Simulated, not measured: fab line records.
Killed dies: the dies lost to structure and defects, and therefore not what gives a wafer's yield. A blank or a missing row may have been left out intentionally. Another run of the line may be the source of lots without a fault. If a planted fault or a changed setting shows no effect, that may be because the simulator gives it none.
A struck lot beside a sound one | flow nand harc | 21 out of 1159 route steps
Sound: the wafers L907.2, L907.3, L907.4. Wafers L923.2, L923.4 were the ones struck. Last of all comes the cause.
For every step that has rows: the tool of each side, followed by ch and its chambers, followed by its first start. Under that, the readings that differ: sound wafers | struck wafers | difference of the means | sigmas: that difference in standard deviations of wafers without a fault.
alike: same words and numbers on both sides, and readings whose means sit less than 2 such deviations apart. not compared: any withheld reading, any reading some wafer has no value for, any bound like >300 that may hide the same value, and any number with overlapping values for which the record gives no deviation.
The two part at a step that has a row with sigmas, a row that says differs or no value, or rows on one side only. Numbers that have no deviation but don't overlap get no sigmas and don't part them. Lack of a reading on every wafer of one side parts them only where that side has two or more wafers.

NHARC_P_M1_OVL_MEAS_10: pitch 260 nm.
  sound on overlay-01 at day 6 10:32; struck on overlay-01 at day 10 12:15
  reading           | sound          | struck  | difference | sigmas
  overlay x nm (nm) | -2.1 -2.5 -1.6 | 0.1 0.4 | +2.3       | +3
  alike: overlay y nm
NHARC_P_M1_INSPECT_11:
  sound on defect inspect-01 at day 6 10:35; struck on defect inspect-01 at day 10 12:17
  alike: raw defect count
then, 1 step without rows for these wafers: NHARC_P_M1_DESCUM_14 (chemistry O2, time 3 s).
NHARC_P_M1_ETCH_35: etches the open film in N2/H2, target depth 40 nm, overetch 12 nm, time 43.94 s.
  sound on rie diel-06 ch 0,2,3, day 6 10:43; struck on rie diel-06 ch 1,3, day 10 12:27
  reading                | sound | struck | difference | sigmas
  rf hours counter h (h) | 4 4 5 | 13 12  | +8         |
  alike: drypump motor current A, mfc ar sccm, n2 flow sccm, oes product au, rf vpp V, showerhead plenum p Torr, throttle valve pct
then, 1 step without rows for these wafers: NHARC_P_M1_ETCH_15 (etches the open film in C4F8/Ar, target depth 182.5 nm, time 91.2 s).
NHARC_P_M1_CD_MEAS_16:
  sound on cd sem-03 at day 6 10:57; struck on cd sem-03 at day 10 12:40
  alike: cd nm
NHARC_P_M1_STRIP_18: strips in N2/H2.
  sound on rie diel-06 ch 1,2,3, day 6 11:01; struck on rie diel-06 ch 1,2, day 10 12:44
  reading                | sound | struck | difference | sigmas
  rf hours counter h (h) | 5 5 4 | 12 13  | +8         |
  alike: drypump motor current A, mfc ar sccm, n2 flow sccm, oes product au, power w, rf vpp V, showerhead plenum p Torr, throttle valve pct
then, 5 steps without rows for these wafers: NHARC_P_M1_ETCH_28 (etches the open film in CF4/N2, target depth 30 nm, time 72.99 s); NHARC_P_M1_STRIP_19 (strips in post etch residue remover, time 600 s); NHARC_P_M1_DEGAS_29 (time 60 s); NHARC_P_M1_PRE_CLEAN_30 (time 30 s); NHARC_P_M1_PVD_20 (deposits TaN, target thk 5 nm, time 8.06 s).
NHARC_P_M1_PVD_21: deposits Cu, target thk 30 nm, time 20.49 s.
  sound on pvd sputter-01 at day 6 11:54; struck on pvd sputter-01 at day 10 13:41
  alike: throttle valve pct
then, 1 step without rows for these wafers: NHARC_P_M1_ECD_22 (material Cu, target thk 400 nm).
NHARC_P_M1_ANNEAL_31: time 90 s.
  sound on rtp anneal-02 ch 0, day 6 12:28; struck on rtp anneal-01 ch 0, day 10 14:16
  alike: wafer_temp_C_max
NHARC_P_M1_CMP_23: polishes, t overpolish 20 s, target thk 157.82 nm.
  sound on cmp-01 ch 1,2,3, day 6 12:46; struck on cmp-03 ch 1,2, day 10 14:37
  alike: motor current A, retaining ring pressure frac, slurry filter dp kPa, slurry flow ml min, time to endpoint s
then, 1 step without rows for these wafers: NHARC_P_M1_SRD_25.
NHARC_P_M1_INSPECT_27:
  sound on defect inspect-01 at day 6 13:14; struck on defect inspect-01 at day 10 15:01
  alike: raw defect count
then, 1 step without rows for these wafers: NHARC_P_M1_PRE_CLEAN_32 (time 12 s).
NHARC_P_M1_DEP_33: deposits SiCN, target thk 30 nm.
  sound on pecvd-02 ch 0,2, day 6 13:23; struck on pecvd-04 ch 2, day 10 15:13
  alike: heater power w, susceptor temp C
-- jump in the record: it breaks off in module P_M1 and resumes in module END (first step shown: number 1159 of the route), and 14 days separate the struck wafers' starts before and after --
NHARC_END_SORT_01:
  at this point the record logs the struck wafers (prober-01 ch 0, day 24 06:38) and has no rows for the sound ones

WHERE THEY PART
At NHARC_P_M1_OVL_MEAS_10 first; at NHARC_END_SORT_01 last (within this record only).

WHY: whatever the simulator had introduced
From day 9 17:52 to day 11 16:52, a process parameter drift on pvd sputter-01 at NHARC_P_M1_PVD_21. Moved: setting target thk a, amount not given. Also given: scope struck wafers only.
